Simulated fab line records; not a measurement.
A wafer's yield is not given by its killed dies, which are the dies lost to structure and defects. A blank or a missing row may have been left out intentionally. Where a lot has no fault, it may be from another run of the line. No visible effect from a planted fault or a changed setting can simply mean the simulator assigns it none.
Which tool was responsible? :: flow n5-finfet :: Sampling: 9 lots, 27 wafers, 5 of 1938 route steps

== WHAT THE GAUGES READ, wafer by wafer ==
N5_BEOL_M4_RC_MEAS_101. Usual: DIBL_N 36.4 mV/V, standard deviation 1.5; DIBL_P 36.6 mV/V, standard deviation 1.9; IOFF_N 0.155 nA/um, standard deviation 0.021; IOFF_P 0.211 nA/um, standard deviation 0.028; ION_N 671 uA/um, standard deviation 8.6; ION_P 462 uA/um, standard deviation 5.8; SS_N 71.5 mV/dec, standard deviation 0.5; SS_P 73.4 mV/dec, standard deviation 0.58; VT_N 250.1 mV, standard deviation 2.4; VT_P -250.1 mV, standard deviation 3.
lot: L310
measured: day 7 23:52
on: prober-02
DIBL_N (mV/V): 35.7 35.3 35.8
DIBL_P (mV/V): 35.0 35.4 34.5
IOFF_N (nA/um): 0.134 0.138 0.142
IOFF_P (nA/um): 0.193 0.200 0.189
ION_N (uA/um): 674 667 685
ION_P (uA/um): 457 464 461
SS_N (mV/dec): 71.2 71.4 71.5
SS_P (mV/dec): 72.5 72.0 72.8
VT_N (mV): 250.6 248.9 250.2
VT_P (mV): -250.8 -251.9 -252.8
flag: 

lot: L314
measured: day 8 18:59
on: prober-02
DIBL_N (mV/V): 35.9 34.8 36.2
DIBL_P (mV/V): 35.7 34.6 35.7
IOFF_N (nA/um): 0.146 0.130 0.145
IOFF_P (nA/um): 0.173 0.158 0.171
ION_N (uA/um): 668 665 664
ION_P (uA/um): 450 448 456
SS_N (mV/dec): 71.1 70.9 70.9
SS_P (mV/dec): 73.6 73.4 73.4
VT_N (mV): 250.3 251.9 248.6
VT_P (mV): -254.6 -256.9 -255.1
flag: 

lot: L319
measured: day 10 08:18
on: prober-02
DIBL_N (mV/V): 37.3 36.9 38.4
DIBL_P (mV/V): 36.8 34.5 37.2
IOFF_N (nA/um): 0.157 0.142 0.170
IOFF_P (nA/um): 0.208 0.175 0.222
ION_N (uA/um): 676 670 679
ION_P (uA/um): 460 454 466
SS_N (mV/dec): 71.5 71.5 71.0
SS_P (mV/dec): 73.1 72.3 73.1
VT_N (mV): 250.6 249.8 250.6
VT_P (mV): -246.9 -251.8 -248.8
flag: 

lot: L323
measured: day 11 04:31
on: prober-01
DIBL_N (mV/V): 36.8 36.4 37.2
DIBL_P (mV/V): 35.7 34.3 35.9
IOFF_N (nA/um): 0.153 0.132 0.162
IOFF_P (nA/um): 0.200 0.178 0.203
ION_N (uA/um): 669 669 672
ION_P (uA/um): 461 457 461
SS_N (mV/dec): 71.3 71.5 72.4
SS_P (mV/dec): 73.3 72.7 72.8
VT_N (mV): 250.2 254.0 247.5
VT_P (mV): -250.9 -251.9 -250.6
flag: 

lot: L327
measured: day 12 04:40
on: prober-01
DIBL_N (mV/V): 37.4 37.3 37.6
DIBL_P (mV/V): 37.4 37.3 37.9
IOFF_N (nA/um): 0.165 0.157 0.167
IOFF_P (nA/um): 0.216 0.215 0.225
ION_N (uA/um): 673 661 669
ION_P (uA/um): 456 459 466
SS_N (mV/dec): 72.4 72.3 71.7
SS_P (mV/dec): 73.7 73.1 73.4
VT_N (mV): 249.8 250.2 250.1
VT_P (mV): -250.1 -250.8 -247.8
flag: 

lot: L326
measured: day 12 09:46
on: prober-01
DIBL_N (mV/V): 37.7 37.2 38.2
DIBL_P (mV/V): 37.4 37.2 38.3
IOFF_N (nA/um): 0.158 0.149 0.169
IOFF_P (nA/um): 0.238 0.240 0.260
ION_N (uA/um): 669 665 671
ION_P (uA/um): 463 462 471
SS_N (mV/dec): 72.0 71.5 71.9
SS_P (mV/dec): 73.7 73.4 73.4
VT_N (mV): 249.9 249.9 249.4
VT_P (mV): -249.9 -250.2 -246.3
flag: 

lot: L331
measured: day 13 15:49
on: prober-01
DIBL_N (mV/V): 39.8 39.0 38.5
DIBL_P (mV/V): 41.7 41.0 39.3
IOFF_N (nA/um): 0.233 0.208 0.171
IOFF_P (nA/um): 0.282 0.272 0.232
ION_N (uA/um): 702 686 672
ION_P (uA/um): 480 467 463
SS_N (mV/dec): 72.2 72.0 71.9
SS_P (mV/dec): 74.6 74.7 73.8
VT_N (mV): 243.9 247.7 251.6
VT_P (mV): -246.3 -247.1 -249.3
flag: 

lot: L332
measured: day 13 09:25
on: prober-01
DIBL_N (mV/V): 32.6 34.9 34.2
DIBL_P (mV/V): 33.7 35.5 34.8
IOFF_N (nA/um): 0.128 0.152 0.143
IOFF_P (nA/um): 0.168 0.209 0.188
ION_N (uA/um): 670 677 679
ION_P (uA/um): 469 471 467
SS_N (mV/dec): 71.4 71.3 71.7
SS_P (mV/dec): 72.8 73.7 73.1
VT_N (mV): 252.5 249.9 251.6
VT_P (mV): -250.6 -246.6 -253.1
flag: 

lot: L333
measured: day 13 20:34
on: prober-02
DIBL_N (mV/V): 37.5 36.8 38.2
DIBL_P (mV/V): 37.3 37.3 38.1
IOFF_N (nA/um): 0.160 0.155 0.175
IOFF_P (nA/um): 0.168 0.173 0.183
ION_N (uA/um): 675 675 691
ION_P (uA/um): 452 458 461
SS_N (mV/dec): 72.1 70.9 71.8
SS_P (mV/dec): 73.6 73.6 73.1
VT_N (mV): 248.8 248.2 247.3
VT_P (mV): -257.4 -256.5 -256.1
flag: 

== WHICH TOOL RAN EACH LOT (tool, then ch and the chambers of the sampled wafers, then the start) ==
lot: L310
N5_BEOL_M4_DESCUM_33: rie-diel-01 ch 0,1,2, day 7 18:02
N5_BEOL_M4_TRENCH_ETCH_37: rie-diel-06 ch 0,1,3, day 7 20:20 or earlier
N5_BEOL_M4_STRIP_97: rie-diel-06 ch 0,1,3, day 7 20:20 or earlier
N5_BEOL_M4_ALD_84: ald-metal-03 ch 1,2,3, day 7 20:20

lot: L314
N5_BEOL_M4_DESCUM_33: rie-diel-04 ch 0,1,3, day 8 06:58
N5_BEOL_M4_TRENCH_ETCH_37: rie-diel-06 ch 0,1,2, day 8 15:16 or earlier
N5_BEOL_M4_STRIP_97: rie-diel-06 ch 0,1,2, day 8 15:16 or earlier
N5_BEOL_M4_ALD_84: ald-metal-03 ch 1,2,3, day 8 15:16

lot: L319
N5_BEOL_M4_DESCUM_33: rie-diel-06 ch 0,1,3, day 9 23:13
N5_BEOL_M4_TRENCH_ETCH_37: rie-diel-04 ch 2,3, day 10 03:47 or earlier
N5_BEOL_M4_STRIP_97: rie-diel-04 ch 2,3, day 10 03:47 or earlier
N5_BEOL_M4_ALD_84: ald-metal-03 ch 0,2,3, day 10 03:47

lot: L323
N5_BEOL_M4_DESCUM_33: rie-diel-01 ch 0,1,2, day 10 17:48
N5_BEOL_M4_TRENCH_ETCH_37: rie-diel-04 ch 2,3, day 11 00:52 or earlier
N5_BEOL_M4_STRIP_97: rie-diel-04 ch 2,3, day 11 00:52 or earlier
N5_BEOL_M4_ALD_84: ald-metal-03 ch 0,1,2, day 11 00:52

lot: L327
N5_BEOL_M4_DESCUM_33: rie-diel-04 ch 1,2, day 11 16:41
N5_BEOL_M4_TRENCH_ETCH_37: rie-diel-06 ch 0,2, day 12 00:37 or earlier
N5_BEOL_M4_STRIP_97: rie-diel-06 ch 0,2, day 12 00:37 or earlier
N5_BEOL_M4_ALD_84: ald-metal-03 ch 0,3, day 12 00:37

lot: L326
N5_BEOL_M4_DESCUM_33: rie-diel-04 ch 1,3, day 12 03:41
N5_BEOL_M4_TRENCH_ETCH_37: rie-diel-04 ch 2,3, day 12 06:18 or earlier
N5_BEOL_M4_STRIP_97: rie-diel-04 ch 2,3, day 12 06:18 or earlier
N5_BEOL_M4_ALD_84: ald-metal-03 ch 0,2,3, day 12 06:18

lot: L331
N5_BEOL_M4_DESCUM_33: rie-diel-06 ch 0,2,3, day 13 00:41
N5_BEOL_M4_TRENCH_ETCH_37: rie-diel-04 ch 0,1, day 13 11:59 or earlier
N5_BEOL_M4_STRIP_97: rie-diel-04 ch 0,1, day 13 11:59 or earlier
N5_BEOL_M4_ALD_84: ald-metal-04 ch 0,1, day 13 11:59

lot: L332
N5_BEOL_M4_DESCUM_33: rie-diel-06 ch 0,2,3, day 13 01:26
N5_BEOL_M4_TRENCH_ETCH_37: rie-diel-01 ch 0,2,3, day 13 04:01 or earlier
N5_BEOL_M4_STRIP_97: rie-diel-01 ch 0,2,3, day 13 04:01 or earlier
N5_BEOL_M4_ALD_84: ald-metal-04 ch 1,2,3, day 13 04:01

lot: L333
N5_BEOL_M4_DESCUM_33: rie-diel-01 ch 0,1,3, day 13 09:53
N5_BEOL_M4_TRENCH_ETCH_37: rie-diel-06 ch 0,2,3, day 13 15:07 or earlier
N5_BEOL_M4_STRIP_97: rie-diel-06 ch 0,2,3, day 13 15:07 or earlier
N5_BEOL_M4_ALD_84: ald-metal-02 ch 1,2,3, day 13 15:07
- N5_BEOL_M4_DESCUM_33: chemistry O2, time 7 s.
- N5_BEOL_M4_TRENCH_ETCH_37: etches SiOC in C4F6/O2, target depth 55.555 nm, time 29.2 s.
- N5_BEOL_M4_STRIP_97: strips in N2/H2, time 10 s.
- N5_BEOL_M4_ALD_84: deposits TaN, pulse time 2 s, purge time 3 s, co reactant purge time 2 s.

== WHAT THE TOOLS THEMSELVES READ (means of the sampled wafers that have a number; where no wafer has one, the mark that the record gives instead) ==
N5_BEOL_M4_DESCUM_33. Usual: drypump-motor-current-A is 5.7 A with standard deviation 0.52, o2-flow-sccm is 224.9 sccm with standard deviation 0.68, oes-product-au is 0.80 a.u. with standard deviation 0.1, rf-fwd-power-W is 49.29 W with standard deviation 0.23, rf-vpp-V is 243.1 V with standard deviation 1.4, showerhead-plenum-p-Torr is 2.10 Torr with standard deviation 0.071, and throttle-valve-pct is 20.40 % with standard deviation 0.18.
lot: L310
tool: rie-diel-01
drypump-motor-current-A (A): 5.2
o2-flow-sccm (sccm): 224.9
oes-product-au (a.u.): 0.88
rf-fwd-power-W (W): 49.11
rf-vpp-V (V): 243.9
showerhead-plenum-p-Torr (Torr): 2.09
throttle-valve-pct (%): 20.31
flag: 

lot: L314
tool: rie-diel-04
drypump-motor-current-A (A): 5.6
o2-flow-sccm (sccm): 224.9
oes-product-au (a.u.): 0.71
rf-fwd-power-W (W): 49.39
rf-vpp-V (V): 241.3
showerhead-plenum-p-Torr (Torr): 2.04
throttle-valve-pct (%): 20.48
flag: 

lot: L319
tool: rie-diel-06
drypump-motor-current-A (A): 5.9
o2-flow-sccm (sccm): 224.3
oes-product-au (a.u.): 0.72
rf-fwd-power-W (W): 49.12
rf-vpp-V (V): 244.2
showerhead-plenum-p-Torr (Torr): 2.14
throttle-valve-pct (%): 20.54
flag: 

lot: L323
tool: rie-diel-01
drypump-motor-current-A (A): 5.2
o2-flow-sccm (sccm): 225.3
oes-product-au (a.u.): 0.83
rf-fwd-power-W (W): 49.29
rf-vpp-V (V): 243.3
showerhead-plenum-p-Torr (Torr): 2.08
throttle-valve-pct (%): 20.35
flag: 

lot: L327
tool: rie-diel-04
drypump-motor-current-A (A): 5.9
o2-flow-sccm (sccm): 224.7
oes-product-au (a.u.): 0.74
rf-fwd-power-W (W): 49.22
rf-vpp-V (V): 243.3
showerhead-plenum-p-Torr (Torr): 2.11
throttle-valve-pct (%): 20.39
flag: 

lot: L326
tool: rie-diel-04
drypump-motor-current-A (A): 5.6
o2-flow-sccm (sccm): 225.9
oes-product-au (a.u.): 0.70
rf-fwd-power-W (W): 49.61
rf-vpp-V (V): 241.8
showerhead-plenum-p-Torr (Torr): 2.01
throttle-valve-pct (%): 20.29
flag: 

lot: L331
tool: rie-diel-06
drypump-motor-current-A (A): 5.9
o2-flow-sccm (sccm): 225.1
oes-product-au (a.u.): 0.76
rf-fwd-power-W (W): 49.10
rf-vpp-V (V): 242.9
showerhead-plenum-p-Torr (Torr): 2.12
throttle-valve-pct (%): 20.52
flag: 

lot: L332
tool: rie-diel-06
drypump-motor-current-A (A): 5.9
o2-flow-sccm (sccm): 225.0
oes-product-au (a.u.): 0.76
rf-fwd-power-W (W): 49.19
rf-vpp-V (V): 242.6
showerhead-plenum-p-Torr (Torr): 2.12
throttle-valve-pct (%): 20.52
flag: 

lot: L333
tool: rie-diel-01
drypump-motor-current-A (A): 5.4
o2-flow-sccm (sccm): 224.2
oes-product-au (a.u.): 0.84
rf-fwd-power-W (W): 49.25
rf-vpp-V (V): 242.8
showerhead-plenum-p-Torr (Torr): 2.10
throttle-valve-pct (%): 20.42
flag: 

N5_BEOL_M4_TRENCH_ETCH_37. Usual: drypump-motor-current-A 5.7 A, standard deviation 0.54; oes-product-au 0.80 a.u., standard deviation 0.097; rf-fwd-power-W 349.2 W, standard deviation 1.7; rf-vpp-V 661 V, standard deviation 4.7; showerhead-plenum-p-Torr 2.86 Torr, standard deviation 0.083; throttle-valve-pct 20.84 %, standard deviation 0.16.
lot: L310
tool: rie-diel-06
drypump-motor-current-A (A): 5.9
oes-product-au (a.u.): 0.73
rf-fwd-power-W (W): 348.1
rf-vpp-V (V): 659
showerhead-plenum-p-Torr (Torr): 2.91
throttle-valve-pct (%): 20.91
flag: 

lot: L314
tool: rie-diel-06
drypump-motor-current-A (A): 5.4
oes-product-au (a.u.): 0.80
rf-fwd-power-W (W): 348.6
rf-vpp-V (V): 659
showerhead-plenum-p-Torr (Torr): 2.86
throttle-valve-pct (%): 20.87
flag: 

lot: L319
tool: rie-diel-04
drypump-motor-current-A (A): 5.9
oes-product-au (a.u.): 0.79
rf-fwd-power-W (W): 353.2
rf-vpp-V (V): 664
showerhead-plenum-p-Torr (Torr): 2.82
throttle-valve-pct (%): 20.70
flag: 

lot: L323
tool: rie-diel-04
drypump-motor-current-A (A): 6.2
oes-product-au (a.u.): 0.84
rf-fwd-power-W (W): 350.4
rf-vpp-V (V): 665
showerhead-plenum-p-Torr (Torr): 2.91
throttle-valve-pct (%): 20.78
flag: 

lot: L327
tool: rie-diel-06
drypump-motor-current-A (A): 5.5
oes-product-au (a.u.): 0.78
rf-fwd-power-W (W): 347.9
rf-vpp-V (V): 663
showerhead-plenum-p-Torr (Torr): 2.89
throttle-valve-pct (%): 20.93
flag: 

lot: L326
tool: rie-diel-04
drypump-motor-current-A (A): 6.2
oes-product-au (a.u.): 0.82
rf-fwd-power-W (W): 352.0
rf-vpp-V (V): 666
showerhead-plenum-p-Torr (Torr): 2.91
throttle-valve-pct (%): 20.82
flag: 

lot: L331
tool: rie-diel-04
drypump-motor-current-A (A): 5.6
oes-product-au (a.u.): 0.95
rf-fwd-power-W (W): 349.6
rf-vpp-V (V): 661
showerhead-plenum-p-Torr (Torr): 2.79
throttle-valve-pct (%): 20.66
flag: 

lot: L332
tool: rie-diel-01
drypump-motor-current-A (A): 5.6
oes-product-au (a.u.): 0.80
rf-fwd-power-W (W): 349.1
rf-vpp-V (V): 660
showerhead-plenum-p-Torr (Torr): 2.87
throttle-valve-pct (%): 20.90
flag: 

lot: L333
tool: rie-diel-06
drypump-motor-current-A (A): 5.9
oes-product-au (a.u.): 0.75
rf-fwd-power-W (W): 347.7
rf-vpp-V (V): 662
showerhead-plenum-p-Torr (Torr): 2.88
throttle-valve-pct (%): 20.94
flag: 

N5_BEOL_M4_STRIP_97. Usual: drypump-motor-current-A 5.7 A, standard deviation 0.53; oes-product-au 0.80 a.u., standard deviation 0.098; rf-vpp-V 59.2 V, standard deviation 0.85; showerhead-plenum-p-Torr 2.55 Torr, standard deviation 0.081; throttle-valve-pct 23.62 %, standard deviation 0.19.
lot: L310
tool: rie-diel-06
drypump-motor-current-A (A): 5.9
oes-product-au (a.u.): 0.73
rf-vpp-V (V): 59.4
showerhead-plenum-p-Torr (Torr): 2.60
throttle-valve-pct (%): 23.63
flag: 

lot: L314
tool: rie-diel-06
drypump-motor-current-A (A): 5.4
oes-product-au (a.u.): 0.80
rf-vpp-V (V): 59.8
showerhead-plenum-p-Torr (Torr): 2.55
throttle-valve-pct (%): 23.59
flag: 

lot: L319
tool: rie-diel-04
drypump-motor-current-A (A): 5.9
oes-product-au (a.u.): 0.79
rf-vpp-V (V): 58.7
showerhead-plenum-p-Torr (Torr): 2.51
throttle-valve-pct (%): 23.55
flag: 

lot: L323
tool: rie-diel-04
drypump-motor-current-A (A): 6.2
oes-product-au (a.u.): 0.83
rf-vpp-V (V): 59.0
showerhead-plenum-p-Torr (Torr): 2.61
throttle-valve-pct (%): 23.66
flag: 

lot: L327
tool: rie-diel-06
drypump-motor-current-A (A): 5.5
oes-product-au (a.u.): 0.78
rf-vpp-V (V): 58.6
showerhead-plenum-p-Torr (Torr): 2.59
throttle-valve-pct (%): 23.63
flag: 

lot: L326
tool: rie-diel-04
drypump-motor-current-A (A): 6.2
oes-product-au (a.u.): 0.82
rf-vpp-V (V): 60.0
showerhead-plenum-p-Torr (Torr): 2.60
throttle-valve-pct (%): 23.67
flag: 

lot: L331
tool: rie-diel-04
drypump-motor-current-A (A): 5.6
oes-product-au (a.u.): 0.95
rf-vpp-V (V): 59.9
showerhead-plenum-p-Torr (Torr): 2.50
throttle-valve-pct (%): 23.69
flag: 

lot: L332
tool: rie-diel-01
drypump-motor-current-A (A): 5.5
oes-product-au (a.u.): 0.80
rf-vpp-V (V): 58.6
showerhead-plenum-p-Torr (Torr): 2.56
throttle-valve-pct (%): 23.68
flag: 

lot: L333
tool: rie-diel-06
drypump-motor-current-A (A): 5.9
oes-product-au (a.u.): 0.77
rf-vpp-V (V): 60.2
showerhead-plenum-p-Torr (Torr): 2.58
throttle-valve-pct (%): 23.60
flag: 

N5_BEOL_M4_ALD_84. Usual: 422 W for heater-power-w, sd 39.
lot: L310
tool: ald-metal-03
heater-power-w (W): 426
flag: 

lot: L314
tool: ald-metal-03
heater-power-w (W): 429
flag: 

lot: L319
tool: ald-metal-03
heater-power-w (W): 424
flag: 

lot: L323
tool: ald-metal-03
heater-power-w (W): 419
flag: 

lot: L327
tool: ald-metal-03
heater-power-w (W): 407
flag: 

lot: L326
tool: ald-metal-03
heater-power-w (W): 409
flag: 

lot: L331
tool: ald-metal-04
heater-power-w (W): 441
flag: 

lot: L332
tool: ald-metal-04
heater-power-w (W): 442
flag: 

lot: L333
tool: ald-metal-02
heater-power-w (W): 424
flag: 

== THE ANSWER, worked out from the rows above alone ==
Rule: a lot is off if the mean of its wafers that have a number lies more than 3 standard deviations from the usual mean. Also off: a lot with no number at a reading for which 4 or more lots have one. Where the step has rows for the other lots, those lots are counted as sound. First the gauges in route order, then the tools' own readings, where a lot's mean is used as printed above. At the first step where some lot is off, the reading lying furthest off is the one used; lots without a number count as furthest.
No lot is off on any of the readings shown, so nothing can be concluded from this.

== WHAT THE SIMULATOR HAD INSERTED ==
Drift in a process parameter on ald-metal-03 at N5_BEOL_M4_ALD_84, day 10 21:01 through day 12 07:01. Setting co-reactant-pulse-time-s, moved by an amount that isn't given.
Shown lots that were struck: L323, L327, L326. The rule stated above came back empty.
